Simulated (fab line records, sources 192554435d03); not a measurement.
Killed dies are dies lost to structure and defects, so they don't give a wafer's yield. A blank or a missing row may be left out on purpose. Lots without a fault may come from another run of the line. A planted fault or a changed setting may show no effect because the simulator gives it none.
Chamber matching | flow n5_finfet | N5_BEOL_M11_ETCH_66 on rie_diel-03: 4 sister chambers
The step etches SOC in N2/H2, target depth 120 nm, overetch 24 nm, time 180 s. 8 wafers are shown with their chamber, then 9 later ones without.

WAFERS WITH THEIR CHAMBER
wafer  | chamber | showerhead_plenum_p_Torr (Torr) | throttle_valve_pct (%)
L083.5 | 3       | 2.50                            | 18.26
L087.2 | 3       | 2.50                            | 18.28
L087.6 | 1       | 2.70                            | 17.98
L091.4 | 0       | 2.53                            | 18.15
L091.6 | 2       | 2.51                            | 18.06
L090.2 | 2       | 2.51                            | 18.08
L090.3 | 1       | 2.69                            | 17.98
L090.4 | 0       | 2.52                            | 18.16

WAFERS WITHOUT THEIR CHAMBER
wafer  | showerhead_plenum_p_Torr (Torr) | throttle_valve_pct (%)
L093.1 | 2.52                            | 18.17
L093.2 | 2.69                            | 17.99
L093.4 | 2.51                            | 18.09
L096.3 | 2.69                            | 18.01
L096.5 | 2.50                            | 18.10
L096.6 | 2.69                            | 18.00
L097.1 | 2.69                            | 18.01
L097.5 | 2.69                            | 18.01
L097.6 | 2.50                            | 18.11

WHICH CHAMBER EACH WENT THROUGH
wafer  | from the rows above | in truth
L093.1 | 0                   | 0
L093.2 | 1                   | 1
L093.4 | 2                   | 2
L096.3 | 1                   | 1
L096.5 | 2                   | 2
L096.6 | 1                   | 1
L097.1 | 1                   | 1
L097.5 | 1                   | 1
L097.6 | 2                   | 2
Placed correctly: 9 of 9. Can't be placed from these rows: 0. Placed wrongly: 0.
How it was worked out, from the rows above alone: a wafer's distance from a chamber is the root of the sum, over the readings, of the square of ((its reading less the chamber's mean) divided by the reading's scatter). The wafer belongs to the nearest chamber; if the next one is less than 2 further off, it can't be placed. A chamber's mean is the mean of its shown wafers. The scatter: the root of (the sum of the squares of (reading less its chamber's mean) over the shown wafers, divided by (wafers less chambers)).
